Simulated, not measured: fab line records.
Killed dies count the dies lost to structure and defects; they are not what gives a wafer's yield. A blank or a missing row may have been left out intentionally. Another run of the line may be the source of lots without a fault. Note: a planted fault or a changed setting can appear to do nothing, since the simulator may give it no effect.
Lot-split experiment	flow n5-finfet	39 wafers read across 7 lots, on a route 1938 steps long

## SPLIT DETAILS
At N5_BEOL_M4_DESCUM_16 (chemistry O2, time 7 s), the setting time-s was moved away from the recipe's 7 s on 12 of the 39 wafers read, by -51.9% to +34.4%. For the rest of the wafers, this setting stayed at what the recipe calls for.

The split's own step is where the reading is taken.

## THE READING
CAR-EUV_of_BEOL_M4_COAT_05.thk-nm (the simulator's own value, which no gauge read), in nm, at N5_BEOL_M4_DESCUM_16 (chemistry O2, time 7 s). There is no usual value for it anywhere in the file. The 27 wafers here that ran the recipe average 26.0 nm, standard deviation 0.083 nm.

wafer	tool, chamber at the split	time-s as run, s	against the recipe	CAR-EUV_of_BEOL_M4_COAT_05.thk-nm, nm	against lot-mates on the recipe
L075.1	rie-diel-05, 2,1	3.365	-51.9%	27.8	+1.8
L075.3	rie-diel-05, 2,1	3.365	-51.9%	27.8	+1.8
L075.2	rie-diel-05, 3	3.365	-51.9%	28	+2.0
L075.4	rie-diel-05, 0,3,2	7	recipe	26	-
L075.5	rie-diel-05, 0,3,2	7	recipe	26	-
L075.6	rie-diel-05, 0,3,2	7	recipe	26	-
L084.1	rie-diel-05, 2,3,0	7	recipe	26	-
L084.2	rie-diel-05, 2,3,0	7	recipe	26	-
L084.5	rie-diel-05, 2,3,0	7	recipe	26	-
L084.3	rie-diel-05, 1,0,1	8.336	+19.1%	25.4	-0.6
L084.4	rie-diel-05, 1,0,1	8.336	+19.1%	25.4	-0.6
L084.6	rie-diel-05, 1,0,1	8.336	+19.1%	25.4	-0.6
L086.1	rie-diel-05, 3,0,1	7	recipe	26	-
L086.3	rie-diel-05, 3,0,1	7	recipe	26	-
L086.4	rie-diel-05, 3,0,1	7	recipe	26	-
L086.2	rie-diel-05, 2,1,2	9.408	+34.4%	24.8	-1.2
L086.5	rie-diel-05, 2,1,2	9.408	+34.4%	24.8	-1.2
L086.6	rie-diel-05, 2,1,2	9.408	+34.4%	24.8	-1.2
L091.1	rie-diel-05, 0,3,2	7	recipe	26.2	-
L091.2	rie-diel-05, 0,3,2	7	recipe	26.2	-
L091.4	rie-diel-05, 0,3,2	7	recipe	26.2	-
L090.1	rie-diel-01, 3,1,3	8.588	+22.7%	25.4	-0.7
L090.2	rie-diel-01, 3,1,3	8.588	+22.7%	25.4	-0.7
L090.6	rie-diel-01, 3,1,3	8.588	+22.7%	25.4	-0.7
L090.3	rie-diel-01, 0	7	recipe	26.2	-
L090.4	rie-diel-01, 2	7	recipe	26	-
L090.5	rie-diel-01, 2	7	recipe	26	-
L094.1	rie-diel-03, 2,0,2,3	7	recipe	26	-
L094.2	rie-diel-03, 2,0,2,3	7	recipe	26	-
L094.4	rie-diel-03, 2,0,2,3	7	recipe	26	-
L094.5	rie-diel-03, 2,0,2,3	7	recipe	26	-
L094.3	rie-diel-03, 3,0	7	recipe	26.2	-
L094.6	rie-diel-03, 3,0	7	recipe	26.2	-
L095.1	rie-diel-01, 1,3,0,2,0,3	7	recipe	26	-
L095.2	rie-diel-01, 1,3,0,2,0,3	7	recipe	26	-
L095.3	rie-diel-01, 1,3,0,2,0,3	7	recipe	26	-
L095.4	rie-diel-01, 1,3,0,2,0,3	7	recipe	26	-
L095.5	rie-diel-01, 1,3,0,2,0,3	7	recipe	26	-
L095.6	rie-diel-01, 1,3,0,2,0,3	7	recipe	26	-
Where a row lists several chambers, the file gives one row for several wafers and doesn't say which wafer went through which chamber.

THE FIT
A straight line over all 39 wafers: CAR-EUV_of_BEOL_M4_COAT_05.thk-nm changes by -0.0346 nm for each +1% of time-s; r = -0.99; the points scatter about the line by 0.087 nm.
The same after taking each lot's own level away (the mean of its wafers on the recipe; 39 wafers): -0.0347 nm for each +1%; r = -1.00; scatter 0.066 nm.
That fit puts the effect of the largest move of time-s on the reading at 1.8 nm.
Across the lots, their own levels run from 26.00 to 26.20 nm, a range of 2.4 times the standard deviation given above.
Consequently the slope shifts little with the lot-to-lot level, the two slopes agreeing.
Check: +1.83 nm against its lot-mates is what the line predicts for one of the wafers moved furthest among these (-51.9%) when that wafer is left out of the fit. Against them it came out at +1.8 nm.

## OTHER SPLITS ON THESE WAFERS
Other splits were also applied to these wafers ahead of the reading. Each is held against what the fit with the lots' levels taken away leaves over:
other split on the same wafers	wafers away from the commonest value	r with CAR-EUV_of_BEOL_M4_COAT_05.thk-nm (lot level and that fit taken away)
N5_HKMG_FIN_HK_ALD_01 ald-cycles	15	-0.11
N5_MOL_CONTACT_COAG_SPUTTER_143 target-thk-a	12	-0.44
N5_BEOL_M0_SAQP_PECVD_96 time-s	12	-0.25

## FILE'S OWN FIT
CAR-EUV_of_BEOL_M4_COAT_05.thk-nm changes by -0.0346 nm for each +1% of time-s, r = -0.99.
